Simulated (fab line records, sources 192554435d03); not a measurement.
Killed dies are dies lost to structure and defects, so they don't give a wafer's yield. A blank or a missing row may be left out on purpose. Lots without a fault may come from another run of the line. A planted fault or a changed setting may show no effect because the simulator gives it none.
fab line records | flow n5_finfet
record lots=6 wafers=17 last_day=18
route steps=1938 shown BEOL_M6@1200
lots that met no fault: from a run of the same line without faults
start_h: hours from the record's first day to the start of the lot's first wafer shown | wait_h: hours since the lot's step before | " the same as in the row above | L1.1+2: a row that stands for several wafers | - no value, or no start given | * or withheld: withheld | < > ~ a bound
route shown NAME@n: a module of which the file shows steps, and the number in the route of the first | usual: mean/standard deviation of fault-free wafers | same: alike in all rows | chamber/n: place in a boat | sites: the reading at each site | _std_site: their standard deviation | _edge_site: outer sites' mean less inner sites' | radius_mm: how far each site lies from the wafer's centre | mask NAME#n: copy n | behind: the tool/chamber that last shaped the wafer | hold: why the lot was held/for how many hours/how that ended | device: the transistor (n, p or np) that didn't switch | end of line: the same wafers' tests at the end of the route | a step without rows: its recipe alone | killed: dies lost to structure and defects at the first sort, not the wafer's yield | map: a wafer's dies, x killed, . not, _ none there
set.NAME: the setting as run; set.NAME@STEP: as run at that earlier step | model.NAME: the simulator's own value behind a step, which no gauge read
lots at some steps of the route; a table a step, a row a wafer
services: from which hour (start_h, from the record's first day; less than 0 if before it) a tool's chamber was out of use, for how many hours, and why
## steps
# step N5_BEOL_M6_COAT_60
# recipe resist=SiARC temp_c=220 time_s=60 spin_rpm=1500 resist_thk_nm=35
# step N5_BEOL_M6_COAT_05
# recipe resist=CAR-ArF spin_rpm=1500 resist_thk_nm=90
# step N5_BEOL_M6_EBR_07
# recipe solvent=PGMEA ebr_width_mm=1.5
# step N5_BEOL_M6_SOFTBAKE_06
# recipe temp_c=110 time_s=60 resist=CAR-ArF
# step N5_BEOL_M6_EXPOSE_08
# recipe mask_id=M6 na=1.35 source_shape=dipole sigma_inner=0.817 sigma_outer=0.97 polarization=te dose_mj=68.25
# step N5_BEOL_M6_PEB_09
# recipe peb_temp_c=withheld peb_time_s=60 resist=CAR-ArF
# step N5_BEOL_M6_DEVELOP_10
# recipe develop_time_s=30 developer=TMAH resist=CAR-ArF rinse_liquid=diw dry=air_spin dev_temp_c=23
# step N5_BEOL_M6_CD_MEAS_11
# recipe target_cd_nm=38.5 landing_energy_ev=500 detector=se_inlens polarity=opening
# usual cd_nm=38.6/0.47
# columns lot.wafer tool chamber start_h wait_h cd_nm
L796.3 cd_sem-01 0 221.45 - 39.5
L796.4 " 0 " " 39.2
L796.6 " 0 " " 38.8
L803.1 cd_sem-01 0 264.99 - 38.2
L803.2 " 0 " " 38.5
L803.4 " 0 " " 38.8
L804.1 cd_sem-02 0 265.03 - 38.5
L804.3 " 0 " " 38.5
L804.4 " 0 " " 38.4
L814.3 cd_sem-02 0 320.22 - 37.6
L814.6 " 0 " " 38.5
L815.1 cd_sem-02 0 323.39 - 38.4
L815.2 " 0 " " 38.8
L815.3 " 0 " " 38.7
L816.2 cd_sem-01 0 339.82 - 38.9
L816.4 " 0 " " 38.6
L816.6 " 0 " " 38.9
# step N5_BEOL_M6_OVL_MEAS_12
# recipe points_per_wafer=44
# usual M6_OVL=-0.1/0.83
# columns lot.wafer tool chamber start_h wait_h M6_OVL[nm]
L796.3 overlay-01 0 221.47 0.0 -0.5
L796.4 " 0 " " 0.1
L796.6 " 0 " " 0.2
L803.1 overlay-02 0 265.02 0.0 0.1
L803.2 " 0 " " 0.0
L803.4 " 0 " " -0.6
L804.1 overlay-01 0 265.06 0.0 0.2
L804.3 " 0 " " -0.2
L804.4 " 0 " " -1.2
L814.3 overlay-01 0 320.24 0.0 0.6
L814.6 " 0 " " 1.7
L815.1 overlay-01 0 323.42 0.0 -0.2
L815.2 " 0 " " -0.9
L815.3 " 0 " " -0.7
L816.2 overlay-01 0 339.85 0.0 1.3
L816.4 " 0 " " -0.5
L816.6 " 0 " " -0.5
# step N5_BEOL_M6_INSPECT_13
# recipe mode=adi inspect_instrument=brightfield
# usual raw_defect_count=405/91
# columns lot.wafer tool chamber start_h wait_h raw_defect_count
L796.3 defect_inspect-01 - 221.50 0.0 521
L796.4 " - " " 473
L796.6 " - " " 329
L803.1 defect_inspect-01 - 265.04 0.0 338
L803.2 " - " " 300
L803.4 " - " " 343
L804.1 defect_inspect-02 - 265.08 0.0 551
L804.3 " - " " 524
L804.4 " - " " 530
L814.3 defect_inspect-02 - 320.27 0.0 418
L814.6 " - " " 478
L815.1 defect_inspect-02 - 323.45 0.0 310
L815.2 " - " " 452
L815.3 " - " " 413
L816.2 defect_inspect-02 - 339.88 0.0 391
L816.4 " - " " 415
L816.6 " - " " 337
# step N5_BEOL_M6_DESCUM_16
# recipe chemistry=O2 time_s=7.9 source_power_w=50 bias_power_w=20 pressure_mtorr=20 rf_frequency_hz=2.712e+07 temp_c=40 resist=CAR-ArF o2_flow_sccm=225
# usual chamber_pressure_mTorr=19.999/0.018 drypump_motor_current_A=5.7/0.46 oes_product_au=0.81/0.088 rf_vpp_V=242.6/1.2 showerhead_plenum_p_Torr=2.06/0.063 throttle_valve_pct=20.45/0.26
# same time_s=7.9
# columns lot.wafer tool chamber start_h wait_h chamber_pressure_mTorr drypump_motor_current_A oes_product_au rf_hours_counter_h rf_vpp_V showerhead_plenum_p_Torr throttle_valve_pct
L796.3 rie_diel-06 3 221.60 0.1 19.990 6.0 0.65 242 241.6 2.09 20.99
L796.4 " 3 " " 19.992 6.0 0.66 - 243.7 2.09 20.97
L796.6 " 2 " " 19.988 4.9 0.90 - 242.6 2.12 20.60
L803.1 rie_diel-03 3 265.08 0.0 19.991 5.8 0.77 125 244.3 2.12 20.69
L803.2 " 2 " " 19.967 5.8 0.94 10 246.0 2.25 20.53
L803.4 " 1 " " 20.026 5.8 0.88 43 245.0 2.15 20.15
L804.1 rie_diel-01 2 265.12 0.0 20.000 5.7 0.85 59 241.7 2.06 20.69
L804.3 " 0 " " 20.008 4.9 0.94 3 242.4 2.05 20.50
L804.4 " 1 " " 19.951 6.4 0.89 29 242.7 2.05 20.37
L814.3 rie_diel-06 0 320.30 0.0 20.005 5.7 0.74 169 241.9 1.98 20.08
L814.6 " 0 " " 20.008 5.7 0.74 - 242.5 1.98 20.08
L815.1 rie_diel-01 0 323.61 0.2 20.018 4.9 0.89 22 243.1 2.04 20.55
L815.2 " 3 " " 20.010 6.1 0.78 125 241.8 2.02 20.11
L815.3 " 1 " " 20.034 6.3 0.85 49 241.5 2.05 20.41
L816.2 rie_diel-06 0 339.92 0.0 20.016 5.8 0.73 177 241.7 1.98 20.10
L816.4 " 1 " " 19.974 5.7 0.90 18 243.1 2.04 20.30
L816.6 " 1 " " 20.010 5.8 0.90 - 242.5 2.04 20.29
# step N5_BEOL_M6_ETCH_61
# recipe chemistry=CF4 target=SiARC target_depth_a=455 mask_material=CAR-ArF time_s=75.8 ion_energy_ev=80 pressure_mtorr=40 source_w=545 bias_w=36 Ar_flow_sccm=100 cf4_flow_sccm=100 ends=cleared
# usual bias_w=36.01/0.11 cf4_flow_sccm=100.0/0.3 chamber_pressure_mTorr=40.00/0.036 drypump_motor_current_A=5.7/0.46 etch_rf_on_time_s=75.4/1.8 oes_product_au=0.70/0.074 rf_vpp_V=183.7/1 showerhead_plenum_p_Torr=2.11/0.053 throttle_valve_pct=15.56/0.24
# columns lot.wafer tool chamber start_h wait_h bias_w cf4_flow_sccm chamber_pressure_mTorr drypump_motor_current_A etch_rf_on_time_s oes_product_au rf_hours_counter_h rf_vpp_V showerhead_plenum_p_Torr throttle_valve_pct
L796.3 rie_diel-06 3 221.63 0.0 35.91 100.3 40.05 6.0 77.5 0.56 242 183.7 2.11 15.98
L796.4 " 3 " " 35.83 100.2 39.99 6.0 77.5 0.57 - 184.3 2.11 16.01
L796.6 " 2 " " 35.93 100.2 40.05 4.9 73.3 0.78 - 185.0 2.16 15.64
L803.1 rie_diel-03 3 265.11 0.0 36.01 100.2 39.96 5.8 75.3 0.66 125 185.0 2.14 15.72
L803.2 " 2 " " 35.94 99.9 40.08 5.8 78.0 0.79 10 185.0 2.28 15.49
L803.4 " 1 " " 35.90 100.3 40.00 5.9 72.8 0.76 43 183.3 2.17 15.14
L804.1 rie_diel-01 2 265.15 0.0 36.08 100.3 40.05 5.8 78.6 0.70 59 183.6 2.09 15.61
L804.3 " 0 " " 36.05 100.5 40.01 4.9 72.6 0.83 3 183.7 2.12 15.69
L804.4 " 1 " " 36.11 100.0 40.00 6.3 75.5 0.76 29 182.7 2.09 15.35
L814.3 rie_diel-06 0 320.34 0.0 35.88 99.7 39.98 5.8 75.3 0.63 169 183.0 2.05 15.45
L814.6 " 0 " " 35.78 99.6 39.99 5.8 75.4 0.63 - 184.1 2.05 15.46
L815.1 rie_diel-01 0 323.65 0.0 36.25 99.8 40.01 4.8 72.3 0.78 22 182.7 2.12 15.72
L815.2 " 3 " " 36.12 100.1 40.08 6.1 75.4 0.67 125 182.3 2.06 15.27
L815.3 " 1 " " 36.21 99.3 39.97 6.3 76.3 0.73 49 184.0 2.08 15.40
L816.2 rie_diel-06 0 339.96 0.0 36.17 100.6 39.98 5.7 75.0 0.63 177 183.3 2.05 15.49
L816.4 " 1 " " 35.99 100.1 39.96 5.7 73.8 0.78 18 183.5 2.10 15.46
L816.6 " 1 " " 35.72 100.0 39.97 5.7 74.2 0.78 - 182.8 2.10 15.46
# step N5_BEOL_M6_ETCH_62
# recipe chemistry=N2/H2 target=SOC target_depth_a=1100 overetch_a=220 mask_material=SiARC temp_c=40 time_s=165 ion_energy_ev=200 pressure_mtorr=30 source_w=840 bias_w=150 n2_flow_sccm=200 h2_flow_sccm=200
# usual bias_w=150.0/0.49 chamber_pressure_mTorr=29.999/0.025 drypump_motor_current_A=5.7/0.46 oes_product_au=0.69/0.071 rf_vpp_V=522.7/2 showerhead_plenum_p_Torr=2.50/0.07 throttle_valve_pct=17.77/0.28 time_s=165/0
# columns lot.wafer tool chamber start_h wait_h bias_w chamber_pressure_mTorr drypump_motor_current_A oes_product_au rf_hours_counter_h rf_vpp_V showerhead_plenum_p_Torr throttle_valve_pct time_s model.CAR-ArF_of_BEOL_M6_COAT_05.thk_nm model.SiARC_of_BEOL_M6_COAT_60.thk_nm
L796.3 rie_diel-06 3 221.69 0.0 149.4 29.982 6.0 0.56 242 521.5 2.50 18.18 165 0 28.8
L796.4 " 3 " " 150.0 29.999 6.0 0.57 - 523.9 2.50 18.18 165 0 28.6
L796.6 " 2 " " 149.9 29.994 4.9 0.75 - 524.8 2.59 18.04 165 0 28
L803.1 rie_diel-03 3 265.17 0.0 - - - - - - - - - 50.8 34.8
L803.2 " 2 " " - - - - - - - - - 51 34.8
L803.4 " 1 " " - - - - - - - - - 50.8 34.8
L804.1 rie_diel-01 2 265.21 0.0 - - - - - - - - - 50.8 35
L804.3 " 0 " " - - - - - - - - - 50.8 35
L804.4 " 1 " " - - - - - - - - - 50.6 35
L814.3 rie_diel-06 0 320.39 0.0 150.6 30.020 5.8 0.62 169 519.5 2.42 17.54 165 0 28.2
L814.6 " 0 " " 150.4 29.961 5.8 0.63 - 522.2 2.42 17.54 165 0 28.2
L815.1 rie_diel-01 0 323.71 0.0 150.7 30.050 4.9 0.74 22 524.2 2.49 17.88 165 0 28
L815.2 " 3 " " 151.1 30.013 6.1 0.66 125 520.9 2.45 17.49 165 0 28.4
L815.3 " 1 " " 150.3 29.984 6.3 0.72 49 522.2 2.45 17.50 165 0 28.6
L816.2 rie_diel-06 0 340.02 0.0 150.3 30.027 5.7 0.63 177 520.6 2.41 17.55 165 0 28.2
L816.4 " 1 " " 149.4 30.010 5.8 0.76 18 521.1 2.47 17.58 165 0 27.8
L816.6 " 1 " " 149.8 30.004 5.7 0.76 - 522.6 2.47 17.59 165 0 28
# step N5_BEOL_M6_STRIP_68
# recipe chemistry=N2/H2 temp_c=40 n2_flow_sccm=200 h2_flow_sccm=200 rf_frequency_hz=6e+07
# step N5_BEOL_M6_STRIP_67
# recipe chemistry=CF4 resist=SiARC power_w=300 bias_power_w=75 pressure_mtorr=50 cf4_flow_sccm=150 rf_frequency_hz=6e+07
# usual chamber_pressure_mTorr=50.00/0.048 drypump_motor_current_A=5.7/0.46 oes_product_au=0.81/0.084 rf_vpp_V=270.5/1.3 showerhead_plenum_p_Torr=1.76/0.043 throttle_valve_pct=13.52/0.24
# columns lot.wafer tool chamber start_h wait_h chamber_pressure_mTorr drypump_motor_current_A oes_product_au rf_hours_counter_h rf_vpp_V showerhead_plenum_p_Torr throttle_valve_pct
L796.3 rie_diel-06 3 221.83 0.0 49.99 6.0 0.67 243 272.5 1.77 14.02
L796.4 " 3 " " 50.08 6.0 0.67 - 270.8 1.77 14.02
L796.6 " 2 " " 50.01 4.9 0.88 - 271.8 1.80 13.55
L803.1 rie_diel-03 3 265.31 0.0 50.14 5.8 0.77 125 270.3 1.78 13.66
L803.2 " 2 " " 50.09 5.8 0.95 10 272.5 1.89 13.36
L803.4 " 1 " " 50.03 5.8 0.87 43 272.3 1.83 13.18
L804.1 rie_diel-01 2 265.35 0.0 50.04 5.8 0.85 59 271.5 1.75 13.56
L804.3 " 0 " " 50.00 4.9 0.93 3 270.3 1.78 13.56
L804.4 " 1 " " 50.04 6.3 0.89 29 272.4 1.74 13.29
L814.3 rie_diel-06 0 320.54 0.0 50.04 5.7 0.74 169 269.0 1.72 13.43
L814.6 " 0 " " 50.07 5.7 0.74 - 269.3 1.72 13.42
L815.1 rie_diel-01 0 323.85 0.0 49.99 4.8 0.89 22 268.3 1.78 13.63
L815.2 " 3 " " 49.96 6.0 0.77 125 269.2 1.72 13.23
L815.3 " 1 " " 49.97 6.3 0.86 49 269.5 1.74 13.33
L816.2 rie_diel-06 0 340.16 0.0 50.01 5.7 0.74 177 270.2 1.71 13.46
L816.4 " 1 " " 50.00 5.7 0.90 18 271.6 1.77 13.44
L816.6 " 1 " " 50.03 5.7 0.90 - 270.3 1.77 13.44
# step N5_BEOL_M6_HM_OPEN_17
# recipe chemistry=Cl2/BCl3 target_depth_a=200 overetch_a=60 target=TiN mask_material=SOC ion_energy_ev=150 pressure_mtorr=10 icp_w=1000 bias_w=126 Cl2_flow_sccm=53.25 bcl3_flow_sccm=21.75 Ar_flow_sccm=25
# usual chamber_pressure_mTorr=9.998/0.0092 drypump_motor_current_A=5.8/0.46 oes_ar_750_au=0.82/0.077 oes_product_au=0.70/0.065 throttle_valve_pct=22.20/0.23
# columns lot.wafer tool chamber start_h wait_h chamber_pressure_mTorr drypump_motor_current_A oes_ar_750_au oes_product_au rf_hours_counter_h throttle_valve_pct
L796.3 rie_metal-03 0 221.90 0.1 9.997 5.7 0.93 0.78 - 22.02
L796.4 " 1 " " 9.994 5.8 0.89 0.77 - 21.90
L796.6 " 0 " " 10.001 5.7 0.92 0.78 - 22.03
L803.1 rie_metal-02 0 265.35 0.0 9.983 5.1 0.84 0.31 17 22.95
L803.2 " 1 " " 9.996 6.4 0.88 0.33 18 22.81
L803.4 " 1 " " 10.000 6.4 0.88 0.32 - 22.81
L804.1 rie_metal-01 0 265.40 0.0 9.986 5.7 0.74 0.28 61 22.71
L804.3 " 1 " " 10.017 6.2 0.71 0.26 - 23.27
L804.4 " 0 " " 10.001 5.6 0.74 0.28 - 22.72
L814.3 rie_metal-02 0 320.61 0.1 10.011 5.1 0.83 0.70 - 22.32
L814.6 " 0 " " 9.999 5.1 0.83 0.70 - 22.33
L815.1 rie_metal-01 0 323.89 0.0 9.999 5.7 0.73 0.62 66 22.09
L815.2 " 1 " " 9.994 6.3 0.70 0.59 78 22.64
L815.3 " 0 " " 10.006 5.6 0.72 0.62 - 22.08
L816.2 rie_metal-03 1 340.20 0.0 9.984 5.8 0.85 0.72 19 21.93
L816.4 " 0 " " 9.991 5.7 0.89 0.73 - 22.05
L816.6 " 0 " " 10.004 5.7 0.88 0.74 - 22.06
# step N5_BEOL_M6_STRIP_19
# recipe chemistry=O2 power_w=400 temp_c=40 pressure_mtorr=30 rf_frequency_hz=6e+07 bias_power_w=0 overash_fraction=0.2 o2_flow_sccm=225
# usual chamber_pressure_mTorr=30.00/0.031 drypump_motor_current_A=5.7/0.42 oes_product_au=0.81/0.085 rf_vpp_V=3.6/0.54 showerhead_plenum_p_Torr=2.08/0.076 throttle_valve_pct=16.67/0.25
# columns lot.wafer tool chamber start_h wait_h chamber_pressure_mTorr drypump_motor_current_A oes_product_au rf_hours_counter_h rf_vpp_V showerhead_plenum_p_Torr throttle_valve_pct
L796.3 rie_diel-06 3 222.07 0.1 30.02 6.0 0.65 243 3.3 2.09 17.20
L796.4 " 3 " " 30.00 5.9 0.66 - 3.2 2.09 17.20
L796.6 " 2 " " 30.10 4.9 0.89 - 3.9 2.13 16.80
L803.1 rie_diel-03 3 265.47 0.1 29.98 5.8 0.78 125 3.5 2.12 16.93
L803.2 " 0 " " 29.96 5.2 0.70 215 4.5 1.98 16.62
L803.4 " 2 " " 30.01 5.8 0.94 10 3.8 2.25 16.65
L804.1 rie_diel-03 3 265.51 0.1 30.01 5.8 0.77 125 3.8 2.12 16.94
L804.3 " 1 " " 30.01 5.8 0.88 43 3.2 2.15 16.35
L804.4 " 0 " " 30.02 5.2 0.70 215 3.4 1.98 16.65
L814.3 rie_diel-01 0 320.72 0.1 30.02 4.9 0.90 20 3.8 2.05 16.70
L814.6 " 0 " " 29.98 4.9 0.90 - 4.0 2.05 16.70
L815.1 rie_diel-03 2 324.00 0.1 30.00 5.8 0.89 32 3.7 2.24 16.69
L815.2 " 1 " " 29.98 5.8 0.85 65 3.2 2.15 16.37
L815.3 " 0 " " 30.01 5.2 0.67 237 4.6 1.97 16.69
L816.2 rie_diel-06 2 340.31 0.1 30.05 4.9 0.83 103 3.6 2.11 16.87
L816.4 " 3 " " 29.97 6.0 0.89 32 4.1 2.08 16.77
L816.6 " 3 " " 29.96 6.0 0.89 - 3.7 2.08 16.75
# step N5_BEOL_M6_CD_MEAS_18
# recipe pitch_nm=80 target_cd_nm=40
# usual cd_nm=40.1/0.6
# columns lot.wafer tool chamber start_h wait_h cd_nm
L796.3 cd_sem-02 - 222.15 0.1 41.5
L796.4 " - " " 41.4
L796.6 " - " " 40.9
L803.1 cd_sem-03 - 265.54 0.0 -
L803.2 " - " " -
L803.4 " - " " -
L804.1 cd_sem-02 - 265.58 0.0 -
L804.3 " - " " -
L804.4 " - " " -
L814.3 cd_sem-02 - 320.79 0.1 39.4
L814.6 " - " " 39.7
L815.1 cd_sem-03 - 324.07 0.0 40.3
L815.2 " - " " 40.6
L815.3 " - " " 40.0
L816.2 cd_sem-03 - 340.38 0.1 39.9
L816.4 " - " " 39.5
L816.6 " - " " 40.2
# step N5_BEOL_M6_COAT_63
# recipe resist=SOC temp_c=250 time_s=60 spin_rpm=1500 resist_thk_nm=60
## services
# columns tool chamber start_h hours kind
rie_diel-03 2 201.74 28.7 repair
rie_diel-06 1 214.36 13.2 repair
rie_diel-03 - 219.88 28.1 pm
rie_metal-02 - 235.86 2.8 pm
rie_diel-01 0 238.87 - clean
rie_diel-01 0 238.87 - consumable_replace:focus_ring
rie_diel-01 0 238.87 17.9 scheduled_down
rie_diel-01 0 238.87 17.9 vent_cycle
rie_diel-06 3 242.28 - clean
rie_diel-06 3 242.28 - consumable_replace:focus_ring
rie_diel-06 3 242.28 19.6 scheduled_down
rie_diel-06 3 242.28 19.6 vent_cycle
rie_metal-01 - 242.61 0.2 repair
rie_diel-06 1 282.21 - clean
rie_diel-06 1 282.21 - consumable_replace:focus_ring
rie_diel-06 1 282.21 13.8 scheduled_down
rie_diel-06 1 282.21 13.8 vent_cycle
rie_diel-01 2 306.55 1.8 repair
rie_diel-01 - 317.64 2.8 pm
## key
first_sign step=N5_BEOL_M6_ETCH_62 reading=tool_record direction=missing
effect step=N5_BEOL_M6_HM_OPEN_17 reading=oes_product_au direction=down sigmas=6.2 usual=0.70 struck=0.30
effect step=N5_BEOL_M6_CD_MEAS_18 reading=cd_nm direction=missing
model_effect step=N5_BEOL_M6_ETCH_62 value=CAR-ArF_of_BEOL_M6_COAT_05.thk_nm without=0 struck=50.8
met_at N5_BEOL_M6_ETCH_62
struck_wafers L803.1,L803.2,L803.4,L804.1,L804.3,L804.4
later_rows_left_out L803.1,L803.2,L803.4,L804.1,L804.3,L804.4
sort_left_out L803.1,L803.2,L803.4,L804.1,L804.3,L804.4
fault kind=skipped_step_whole tool=rie_diel-01,rie_diel-03 chamber=- onset_h=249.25 steps=N5_BEOL_M6_ETCH_62 scope=struck_lots_only
# sort_left_out: the simulated sort isn't trusted on such a fault, so these wafers' sort isn't shown, and their yield isn't known
# later_rows_left_out: the simulator's readings of these wafers behind a module that went badly wrong aren't trusted and aren't shown, but for the sort
